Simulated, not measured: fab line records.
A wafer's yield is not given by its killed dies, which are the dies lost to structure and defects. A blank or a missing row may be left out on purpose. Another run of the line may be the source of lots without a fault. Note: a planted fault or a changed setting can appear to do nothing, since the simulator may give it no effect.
Chamber matching :: flow n5_finfet :: ald_sin-03 running N5_MOL_CONTACT_COAG_ALD_27: 4 sister chambers
The step deposits SiOC, target thk 17 nm, pulse time 1.5 s, time 2720 s. 18 wafers are shown with their chamber, then 9 later ones without.

== EACH WAFER AND ITS CHAMBER ==
wafer: L074.3
chamber: 3
heater_power_w (W): 979
susceptor_temp_C (C): 399.78
precursor_pulse_height_rel: 0.966

wafer: L074.4
chamber: 2
heater_power_w (W): 861
susceptor_temp_C (C): 399.87
precursor_pulse_height_rel: 1.000

wafer: L074.6
chamber: 1
heater_power_w (W): 875
susceptor_temp_C (C): 400.40
precursor_pulse_height_rel: 1.005

wafer: L075.1
chamber: 2
heater_power_w (W): 850
susceptor_temp_C (C): 400.44
precursor_pulse_height_rel: 0.976

wafer: L075.3
chamber: 0
heater_power_w (W): 790
susceptor_temp_C (C): 399.98
precursor_pulse_height_rel: 1.018

wafer: L075.5
chamber: 1
heater_power_w (W): 908
susceptor_temp_C (C): 399.98
precursor_pulse_height_rel: 1.000

wafer: L077.1
chamber: 3
heater_power_w (W): 971
susceptor_temp_C (C): 400.45
precursor_pulse_height_rel: 1.021

wafer: L077.2
chamber: 0
heater_power_w (W): 781
susceptor_temp_C (C): 399.95
precursor_pulse_height_rel: 0.981

wafer: L077.6
chamber: 3
heater_power_w (W): 979
susceptor_temp_C (C): 400.13
precursor_pulse_height_rel: 0.980

wafer: L078.3
chamber: 1
heater_power_w (W): 893
susceptor_temp_C (C): 400.18
precursor_pulse_height_rel: 0.965

wafer: L078.5
chamber: 1
heater_power_w (W): 908
susceptor_temp_C (C): 399.89
precursor_pulse_height_rel: 1.027

wafer: L078.6
chamber: 0
heater_power_w (W): 802
susceptor_temp_C (C): 399.45
precursor_pulse_height_rel: 1.000

wafer: L082.4
chamber: 1
heater_power_w (W): 904
susceptor_temp_C (C): 399.83
precursor_pulse_height_rel: 1.010

wafer: L082.5
chamber: 0
heater_power_w (W): 778
susceptor_temp_C (C): 399.84
precursor_pulse_height_rel: 1.010

wafer: L082.6
chamber: 3
heater_power_w (W): 964
susceptor_temp_C (C): 400.08
precursor_pulse_height_rel: 0.965

wafer: L083.3
chamber: 2
heater_power_w (W): 849
susceptor_temp_C (C): 400.17
precursor_pulse_height_rel: 0.989

wafer: L083.4
chamber: 0
heater_power_w (W): 800
susceptor_temp_C (C): 399.98
precursor_pulse_height_rel: 0.991

wafer: L083.6
chamber: 1
heater_power_w (W): 897
susceptor_temp_C (C): 399.78
precursor_pulse_height_rel: 1.030

SIGNATURES, as means of the wafers listed above
reading: heater_power_w
chamber 0: 790.20
chamber 1: 897.50
chamber 2: 853.33
chamber 3: 973.25
scatter within a chamber: 10.4

reading: susceptor_temp_C
chamber 0: 399.8400
chamber 1: 400.0100
chamber 2: 400.1600
chamber 3: 400.1100
scatter within a chamber: 0.25

reading: precursor_pulse_height_rel
chamber 0: 1.00000
chamber 1: 1.00617
chamber 2: 0.98833
chamber 3: 0.98300
scatter within a chamber: 0.0207
Rule: a wafer lies at a distance from a chamber equal to the root of the sum of squares, over the readings, of (its reading less the chamber's mean, divided by the reading's scatter). The wafer belongs to the nearest chamber; if the next one is less than 2 further off, it can't be placed. The scatter: the root of (the sum of the squares of (reading less its chamber's mean) over the shown wafers, divided by (wafers less chambers)).

== WAFERS WITH NO CHAMBER GIVEN ==
wafer: L087.1
heater_power_w (W): 948
susceptor_temp_C (C): 399.96
precursor_pulse_height_rel: 1.050

wafer: L087.4
heater_power_w (W): 856
susceptor_temp_C (C): 399.90
precursor_pulse_height_rel: 0.971

wafer: L087.5
heater_power_w (W): 789
susceptor_temp_C (C): 399.97
precursor_pulse_height_rel: 0.987

wafer: L091.2
heater_power_w (W): 861
susceptor_temp_C (C): 400.10
precursor_pulse_height_rel: 0.988

wafer: L091.4
heater_power_w (W): 795
susceptor_temp_C (C): 399.80
precursor_pulse_height_rel: 0.988

wafer: L091.5
heater_power_w (W): 980
susceptor_temp_C (C): 399.87
precursor_pulse_height_rel: 0.987

wafer: L096.2
heater_power_w (W): 971
susceptor_temp_C (C): 399.76
precursor_pulse_height_rel: 1.029

wafer: L096.4
heater_power_w (W): 796
susceptor_temp_C (C): 399.91
precursor_pulse_height_rel: 0.987

wafer: L096.6
heater_power_w (W): 874
susceptor_temp_C (C): 400.28
precursor_pulse_height_rel: 0.990

== WHICH CHAMBER EACH ONE RAN IN ==
wafer: L087.1
from the rows above: can't be placed: 3 or 1
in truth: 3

wafer: L087.4
from the rows above: 2
in truth: 2

wafer: L087.5
from the rows above: 0
in truth: 0

wafer: L091.2
from the rows above: 2
in truth: 2

wafer: L091.4
from the rows above: 0
in truth: 0

wafer: L091.5
from the rows above: 3
in truth: 3

wafer: L096.2
from the rows above: 3
in truth: 3

wafer: L096.4
from the rows above: 0
in truth: 0

wafer: L096.6
from the rows above: can't be placed: 2 or 1
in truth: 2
7 of 9 placed correctly. These rows do not allow placing 2 (true chamber among the candidates in 2). Placed wrongly: 0.
